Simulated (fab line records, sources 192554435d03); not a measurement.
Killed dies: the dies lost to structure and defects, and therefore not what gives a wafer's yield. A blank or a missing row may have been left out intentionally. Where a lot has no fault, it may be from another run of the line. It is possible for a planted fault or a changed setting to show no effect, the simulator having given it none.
Split-lot study + flow n5-finfet + route with 1938 steps; 7 lots, 21 wafers read

THE SPLIT
At N5_HKMG_FIN_EXPOSE_46 (exposes mask NDIPOLE), the setting dose-mj was moved away from the recipe's 40 on 9 of the 21 wafers read, by -3.6% to +5.5%. This setting was run at the recipe's value on the other wafers.

FROM THE SPLIT TO THE READING: what the file shows between them, 2 steps
- N5_HKMG_FIN_PEB_47: peb time 60 s
- N5_HKMG_FIN_DEVELOP_48: develop time 30 s

THE READING
cd-nm (nm) at N5_HKMG_FIN_CD_MEAS_49, where the cd target is 202 nm. A value of 201.8 nm with a standard deviation of 0.8 nm is what fault-free wafers of this fab line usually give.

| wafer  | tool, chamber at the split | dose-mj as run | against the recipe | cd-nm, nm | against lot-mates on the recipe |
|--------|----------------------------|----------------|--------------------|-----------|---------------------------------|
| L080.2 | arfi-scanner-03, 0         | 40             | recipe             | 201.1     | -                               |
| L080.3 | arfi-scanner-03, 0         | 40             | recipe             | 202.1     | -                               |
| L080.4 | arfi-scanner-03, 0         | 39.19          | -2.0%              | 201.2     | -0.4                            |
| L084.1 | arfi-scanner-02, 0         | 41.24          | +3.1%              | 204.3     | +2.4                            |
| L084.3 | arfi-scanner-02, 0         | 41.24          | +3.1%              | 203.5     | +1.6                            |
| L084.4 | arfi-scanner-02, 0         | 40             | recipe             | 201.9     | -                               |
| L091.2 | arfi-scanner-01, 0         | 40             | recipe             | 201.0     | -                               |
| L091.4 | arfi-scanner-01, 0         | 41.92          | +4.8%              | 203.1     | +2.1                            |
| L091.6 | arfi-scanner-01, 0         | 41.92          | +4.8%              | 204.0     | +3.0                            |
| L093.1 | arfi-scanner-02, 0         | 40             | recipe             | 203.4     | -                               |
| L093.3 | arfi-scanner-02, 0         | 40             | recipe             | 203.8     | -                               |
| L093.5 | arfi-scanner-02, 0         | 40             | recipe             | 203.1     | -                               |
| L095.1 | arfi-scanner-02, 0         | 40             | recipe             | 200.6     | -                               |
| L095.3 | arfi-scanner-02, 0         | 42.22          | +5.5%              | 204.8     | +4.2                            |
| L095.6 | arfi-scanner-02, 0         | 42.22          | +5.5%              | 204.7     | +4.1                            |
| L096.1 | arfi-scanner-03, 0         | 40             | recipe             | 200.2     | -                               |
| L096.2 | arfi-scanner-03, 0         | 38.55          | -3.6%              | 199.0     | -1.2                            |
| L096.4 | arfi-scanner-03, 0         | 38.55          | -3.6%              | 199.1     | -1.1                            |
| L097.1 | arfi-scanner-01, 0         | 40             | recipe             | 202.5     | -                               |
| L097.2 | arfi-scanner-01, 0         | 40             | recipe             | 201.2     | -                               |
| L097.3 | arfi-scanner-01, 0         | 40             | recipe             | 201.5     | -                               |

THE FIT
A straight line over all 21 wafers: cd-nm changes by +0.539 nm for each +1% of dose-mj; r = +0.83; the points scatter about the line by 0.98 nm.
The same after taking each lot's own level away (the mean of its wafers on the recipe; 21 wafers): +0.56 nm for each +1%; r = +0.94; scatter 0.55 nm.
Per that fit: largest dose-mj move, reading shift of 3.1 nm.
From 200.20 to 203.43 nm: that is the span of the lots' own levels, equal to 4.0 times the standard deviation above.
Consequently the slope shifts little with the lot-to-lot level, the two slopes agreeing.
Check: with one of the wafers moved furthest among these (+5.5%) left out of the fit, the line predicts +3.12 nm for it against its lot-mates. Against them it came out at +4.2 nm.

ADDITIONAL SPLITS CARRIED BY THESE WAFERS
Note: prior to the reading, these wafers also went through further splits. Each is held against what the fit with the lots' levels taken away leaves over:
| other split on the same wafers     | wafers away from the commonest value | r with cd-nm (lot level and that fit taken away) |
|------------------------------------|--------------------------------------|--------------------------------------------------|
| N5_SD_EPI_N_ETCH_16 target-depth-a | 6                                    | -0.03                                            |
| N5_HKMG_FIN_HK_ALD_01 ald-cycles   | 3                                    | -0.43                                            |

FILE'S OWN FIT
cd-nm changes by +0.578 nm for each +1% of dose-mj, r = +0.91.
